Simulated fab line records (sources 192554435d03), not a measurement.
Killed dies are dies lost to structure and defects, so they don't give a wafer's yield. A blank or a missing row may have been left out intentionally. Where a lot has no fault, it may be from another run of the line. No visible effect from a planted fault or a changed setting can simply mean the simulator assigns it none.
A struck lot beside a sound one	flow n5-finfet	37 steps out of a route of 1938
Sound: wafers L396.1, L396.3, L396.6. Wafers struck: L384.1, L384.2, L384.3. The cause is given at the end.
Each step with rows lists, per side, the tool, then ch with its chambers, then its first start. Under that, the readings that differ: sound wafers	struck wafers	difference of the means	sigmas: that difference in standard deviations of wafers without a fault.
alike: same words and numbers on both sides, and readings whose means sit less than 2 such deviations apart. not compared: any withheld reading, any reading some wafer has no value for, any bound like >300 that may hide the same value, and any number with overlapping values for which the record gives no deviation.
Wherever a step has rows on one side only, a row that says differs or no value, or a row with sigmas, the two part there. Numbers that don't overlap but have no deviation are shown without sigmas and don't part them. A reading that every wafer of one side lacks parts them only if that side has two wafers or more.

first, 9 steps without rows for these wafers: N5_BEOL_M4_ANNEAL_95 (time 240 s); N5_BEOL_M4_SPUTTER_96 (material Cu, target thk 4.5 nm, time 8.29 s); N5_BEOL_M4_ECD_50 (material Cu, target thk 300 nm); N5_BEOL_M4_ANNEAL_51 (time 90 s); N5_BEOL_M4_CMP_52 (polishes, stops on SiOC, t overpolish 6.8 s, target thk 40 nm); N5_BEOL_M4_PRE_CLEAN_60 (time 15 s); N5_BEOL_M4_CO_CAP_55 (material Co, precursor CCTBA/H2, target thk 2 nm, time 102.1 s); N5_BEOL_M4_PRE_CLEAN_56 (time 15 s); N5_BEOL_M4_DEP_57 (deposits SiCN from 3MS/NH3, target thk 8 nm, time 14 s).
N5_BEOL_M4_RC_MEAS_101:
  sound on prober-01 ch 0, day 14 01:37; struck on prober-01 ch 0, day 10 14:05
reading	sound	struck	difference	sigmas
ION_N (uA/um)	684 706 687	653 667 679	-26	-2
VT_N (mV)	246 247 247	257 252 250	+6	+2
  alike: DIBL_N, DIBL_P, IOFF_N, IOFF_P, ION_P, SS_N, SS_P, VT_P
then, 24 steps without rows for these wafers: N5_BEOL_M5_ILD_DEP_00 (deposits SiCOH lowk from DEMS/porogen, target thk 140.64 nm, time 25.9 s); N5_BEOL_M5_CURE_79 (cures SiCOH lowk, time 240 s); N5_BEOL_M5_PECVD_70 (deposits SiO2 from TEOS/O2, target thk 16 nm, time 18 s); N5_BEOL_M5_HM_DEP_02 (deposits TiN, target thk 20 nm); N5_BEOL_M5_COAT_59 (time 60 s, resist thk 60 nm); N5_BEOL_M5_COAT_60 (time 60 s, resist thk 12 nm); N5_BEOL_M5_COAT_71 (time 60 s, resist thk 5 nm); N5_BEOL_M5_COAT_05 (resist thk 30 nm); N5_BEOL_M5_EBR_07; N5_BEOL_M5_SOFTBAKE_06 (time 60 s); N5_BEOL_M5_EXPOSE_08 (exposes mask M5, target cd 28 nm); N5_BEOL_M5_PEB_09 (peb time 60 s); N5_BEOL_M5_DEVELOP_10 (develop time 30 s); N5_BEOL_M5_DESCUM_16 (chemistry O2, time 7 s); N5_BEOL_M5_ETCH_72 (etches underlayer in N2/H2, target depth 6.5 nm, time 5.2 s); N5_BEOL_M5_ETCH_61 (etches SiARC in CF4, target depth 15.6 nm, time 26 s); N5_BEOL_M5_ETCH_62 (etches SOC in N2/H2, target depth 75 nm, overetch 15 nm, time 112.5 s); N5_BEOL_M5_STRIP_63 (strips in N2/H2); N5_BEOL_M5_STRIP_73 (strips in N2/H2); N5_BEOL_M5_STRIP_64 (strips in CF4); N5_BEOL_M5_HM_OPEN_17 (chemistry Cl2/BCl3, target TiN, target depth 20 nm, overetch 6 nm); N5_BEOL_M5_STRIP_19 (strips in O2); N5_BEOL_M5_COAT_65 (time 60 s, resist thk 60 nm); N5_BEOL_M5_COAT_66 (time 60 s, resist thk 12 nm).
N5_BEOL_M7_ANNEAL_51: time 90 s.
  sound on rtp-anneal-02 ch 0, day 15 05:25; struck on rtp-anneal-01, day 11 18:07
  no value came back on the struck wafers for anneal-temp-c (C), anneal-temp-c-max, wafer_temp_C_max; on the sound wafers anneal-temp-c (C) reads 224.84 224.92 225.16
N5_BEOL_M7_CMP_52: polishes, stops on SiCOH lowk, t overpolish 6.9 s, target thk 80 nm.
  sound on cmp-01 ch 1,2, day 15 05:44; struck on cmp-01 ch 0,2,3, day 11 18:29
reading	sound	struck	difference	sigmas
barrier-field-endpoint-s (s)	29.4 27.9 28.9	34.6 35.2 34.5	+6.0	+8
time-to-endpoint-s (s)	63 60 61	82 81 82	+20	+7
  alike: motor-current-A, overpolish-run-s, retaining-ring-pressure-frac, slurry-flow-ml-min
-- record jumps: 4 days separate the struck wafers' starts on either side; left off in module BEOL_M7, taken up again in module PASSIVATION, whose first shown step is the route's number 1936 --
N5_PASSIVATION_PROBE_49:
  sound on prober-01, day 18 07:43; struck on prober-02, day 15 13:43
reading	sound	struck	difference	sigmas
defect-limited-yield (%)	92.0 90.4 89.3	58.3 54.7 71.9	-28.9	-19
killed_at_M4_up	14 12 17	404 466 252	+360	+71
killed-dies	94 113 126	492 535 332	+342	+19
killed-on-rim	20 10 10	152 11 152	+92	+20
sort-n-pass	1086 1067 1054	688 645 848	-342	-19
sort-yield-pct (%)	92.0 90.4 89.3	58.3 54.7 71.9	-28.9	-19
  alike: killed_at_M0_to_M3, killed-at-contacts, killed-at-front-end, killed-at-other, killed-open, killed-short, sort_bin_5_function, sort_bin_6_memory

## WHERE THEY PART
At N5_BEOL_M4_RC_MEAS_101 first; at N5_PASSIVATION_PROBE_49 last (within this record only).

WHY: what the simulator had put in
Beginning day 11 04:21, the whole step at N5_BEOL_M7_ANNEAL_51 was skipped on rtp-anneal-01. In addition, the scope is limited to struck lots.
